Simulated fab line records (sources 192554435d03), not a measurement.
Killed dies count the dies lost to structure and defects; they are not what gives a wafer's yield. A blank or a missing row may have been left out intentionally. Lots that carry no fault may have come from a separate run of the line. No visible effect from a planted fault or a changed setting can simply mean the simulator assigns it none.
Split-lot trial -- flow n5_finfet -- 7 lots, 21 wafers read, on a route of 1938 steps

THE SPLIT
At N5_BEOL_M1_COAT_68 (time 60 s, resist thk 12 nm), the setting spin_rpm was moved away from the recipe's 1500 rpm on 7 of the 21 wafers read, by -6.4% to +6.2%. This setting was run at the recipe's value on the other wafers.

FROM THE SPLIT TO THE READING: what the file shows between them, 4 steps
- N5_BEOL_M1_COAT_76: time 60 s, resist thk 5 nm
- N5_BEOL_M1_COAT_22: resist thk 30 nm
- N5_BEOL_M1_DESCUM_33: chemistry O2, time 7 s
- N5_BEOL_M1_ETCH_77: etches underlayer in N2/H2, target depth 6.5 nm, time 5.2 s

THE READING
etch.depth_nm (the simulator's own value, which no gauge read), in nm, at N5_BEOL_M1_ETCH_69 (etches SiARC in CF4, target depth 15.6 nm, time 26 s). There is no usual value for it anywhere in the file. Across the 14 wafers here that went through the recipe, the average is 12.02 nm and the standard deviation 0.029 nm.

wafer,"tool, chamber at the split","spin_rpm as run, rpm",against the recipe,"etch.depth_nm, nm",against lot-mates on the recipe
L074.2,"litho_track-04, 0",1500,recipe,12.04,-
L074.3,"litho_track-04, 0",1593,+6.2%,11.67,-0.37
L074.4,"litho_track-04, 0",1593,+6.2%,11.65,-0.39
L076.1,"litho_track-04, 0",1500,recipe,12.02,-
L076.3,"litho_track-04, 0",1500,recipe,12.02,-
L076.6,"litho_track-04, 0",1410,-6.0%,12.39,+0.37
L082.1,"litho_track-02, 0",1559,+3.9%,11.77,-0.27
L082.4,"litho_track-02, 0",1559,+3.9%,11.77,-0.27
L082.5,"litho_track-02, 0",1500,recipe,12.04,-
L086.2,"litho_track-02, 0",1500,recipe,12.04,-
L086.5,"litho_track-02, 0",1500,recipe,12.07,-
L086.6,"litho_track-02, 0",1500,recipe,12.02,-
L094.2,"litho_track-02, 0",1500,recipe,11.95,-
L094.3,"litho_track-02, 0",1500,recipe,12,-
L094.4,"litho_track-02, 0",1500,recipe,11.98,-
L095.2,"litho_track-05, 0",1500,recipe,12.04,-
L095.4,"litho_track-05, 0",1500,recipe,12.01,-
L095.5,"litho_track-05, 0",1500,recipe,12,-
L097.1,"litho_track-05, 0",1500,recipe,12.04,-
L097.3,"litho_track-05, 0",1404,-6.4%,12.37,+0.33
L097.6,"litho_track-05, 0",1404,-6.4%,12.43,+0.39

THE FIT
A straight line over all 21 wafers: etch.depth_nm changes by -0.0599 nm for each +1% of spin_rpm; r = -0.99; the points scatter about the line by 0.028 nm.
The same after taking each lot's own level away (the mean of its wafers on the recipe; 21 wafers): -0.0605 nm for each +1%; r = -0.99; scatter 0.021 nm.
Per that fit: largest spin_rpm move, reading shift of 0.39 nm.
The span of the lots' own levels, 11.977 to 12.043 nm, comes to 2.3 times the standard deviation stated above.
So the lot-to-lot level changes the slope little: the two slopes agree.
Check: with one of the wafers moved furthest among these (-6.4%) left out of the fit, the line predicts +0.397 nm for it against its lot-mates. Against them it came out at +0.33 nm.

OTHER SPLITS APPLIED TO THESE WAFERS
Note: prior to the reading, these wafers also went through further splits. Each is held against what the fit with the lots' levels taken away leaves over:
other split on the same wafers,wafers away from the commonest value,r with etch.depth_nm (lot level and that fit taken away)
N5_BEOL_M0_SAQP_EXPOSE_11 dose_mj,6,-0.12
N5_BEOL_M1_ETCH_64 source_w,5,+0.16

THE WHOLE CHAIN: every reading that the file lists as answering this split, in the file's order
step,what it does,reading,change (the file's fit),r (the file's)
N5_BEOL_M1_COAT_68,"time 60 s, resist thk 12 nm","SiARC_of_BEOL_M1_COAT_68.thk_nm (the simulator's own value, which no gauge read)",-0.0629 nm for each +1% of the setting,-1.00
N5_BEOL_M1_ETCH_69,"etches SiARC in CF4, target depth 15.6 nm, time 26 s","etch.depth_nm (the simulator's own value, which no gauge read)",-0.061 nm for each +1% of the setting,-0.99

THE FILE'S OWN FIT
etch.depth_nm changes by -0.061 nm for each +1% of spin_rpm, r = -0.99.
